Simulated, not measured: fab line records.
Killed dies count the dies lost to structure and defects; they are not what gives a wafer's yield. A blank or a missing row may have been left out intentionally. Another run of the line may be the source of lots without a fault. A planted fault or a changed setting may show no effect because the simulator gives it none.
Comparing a struck lot with a sound one -- flow n5-finfet -- 14 steps out of a route of 1938
Sound: these wafers, L280.2, L280.4, L280.6. Struck: wafer L285.5 (left out: L285.2, L285.6 of the same lot, which were not struck); the cause appears at the end.
For every step that has rows: the tool of each side, followed by ch and its chambers, followed by its first start. Under that, the readings that differ: sound wafers -- struck wafers -- difference of the means -- sigmas: that difference in standard deviations of wafers without a fault.
alike: same words and numbers on both sides, and readings whose means sit less than 2 such deviations apart. not compared: any withheld reading, any reading some wafer has no value for, any bound like >300 that may hide the same value, and any number with overlapping values for which the record gives no deviation.
Wherever a step has rows on one side only, a row that says differs or no value, or a row with sigmas, the two part there. Non-overlapping numbers with no deviation appear without sigmas and do not part them. Lack of a reading on every wafer of one side parts them only where that side has two or more wafers.

first, 6 steps without rows for these wafers: N5_BEOL_M12_EBR_06; N5_BEOL_M12_SOFTBAKE_05 (time 60 s); N5_BEOL_M12_EXPOSE_07 (exposes mask V11); N5_BEOL_M12_PEB_08 (peb time 90 s); N5_BEOL_M12_DEVELOP_09 (develop time 45 s); N5_BEOL_M12_HARDBAKE_14 (time 120 s).
N5_BEOL_M12_CD_MEAS_10: the cd target is 140 nm.
  sound on cd-sem-02 ch 0, day 12 22:13; struck on cd-sem-03 ch 0, day 13 19:26
  alike: cd-nm
N5_BEOL_M12_OVL_MEAS_11:
  sound on overlay-02 ch 0, day 12 22:15; struck on overlay-01 ch 0, day 13 19:28
reading,sound,struck,difference,sigmas
V11_OVL (nm),10 7 6,-6,-14,-2
N5_BEOL_M12_INSPECT_12: inspects for defects (macro).
  sound on defect-inspect-01, day 12 22:16; struck on defect-inspect-02, day 13 19:29
  alike: raw-defect-count
N5_BEOL_M12_DESCUM_15: chemistry O2, time 7.9 s.
  sound on rie-diel-01 ch 0,2,3, day 12 22:19; struck on rie-diel-01 ch 0, day 13 19:35
  alike: drypump-motor-current-A, oes-product-au, rf-vpp-V, showerhead-plenum-p-Torr, throttle-valve-pct
  not compared: rf-hours-counter-h
N5_BEOL_M12_ETCH_59: etches BARC in N2/H2, target depth 89 nm, overetch 26.7 nm, time 67.9 s.
  sound on rie-diel-01 ch 0,2,3, day 12 22:22; struck on rie-diel-01 ch 0, day 13 19:37
  alike: drypump-motor-current-A, oes-product-au, rf-vpp-V, showerhead-plenum-p-Torr, throttle-valve-pct
  not compared: rf-hours-counter-h
N5_BEOL_M12_VIA_ETCH_16: etches SiOC in C4F8/O2/Ar, target depth 724.8 nm.
  sound on rie-diel-01 ch 0,2,3, day 12 22:25; struck on rie-diel-01 ch 0, day 13 19:40
  alike: drypump-motor-current-A, he-outer-torr, mfc-ar-sccm, oes-product-au, rf-vpp-V, showerhead-plenum-p-Torr, throttle-valve-pct
N5_BEOL_M12_STRIP_63: strips in N2/H2.
  sound on plasma-asher-01 ch 0,1, day 12 22:58; struck on plasma-asher-01 ch 0, day 13 19:52
reading,sound,struck,difference,sigmas
h2-flow-sccm (sccm),3248 3262 3251,2926,-328,-33
oes-product-au (a.u.),0.697 0.696 0.697,0.685,-0.012,-2
  alike: drypump-motor-current-A, heater-power-w, strip-time-to-endpoint-s
  not compared: rf-hours-counter-h
N5_BEOL_M12_STRIP_64: strips in N2/H2.
  sound on plasma-asher-01 ch 0,1, day 12 23:02; struck on plasma-asher-01 ch 0, day 13 19:55
reading,sound,struck,difference,sigmas
oes-product-au (a.u.),0.715 0.718 0.707,0.727,+0.014,+3
  alike: drypump-motor-current-A, h2-flow-sccm, heater-power-w, strip-time-to-endpoint-s
  not compared: rf-hours-counter-h

== WHERE THEY PART ==
Earliest at N5_BEOL_M12_OVL_MEAS_11; latest, in this record, at N5_BEOL_M12_STRIP_64.

WHY: what had been put in by the simulator
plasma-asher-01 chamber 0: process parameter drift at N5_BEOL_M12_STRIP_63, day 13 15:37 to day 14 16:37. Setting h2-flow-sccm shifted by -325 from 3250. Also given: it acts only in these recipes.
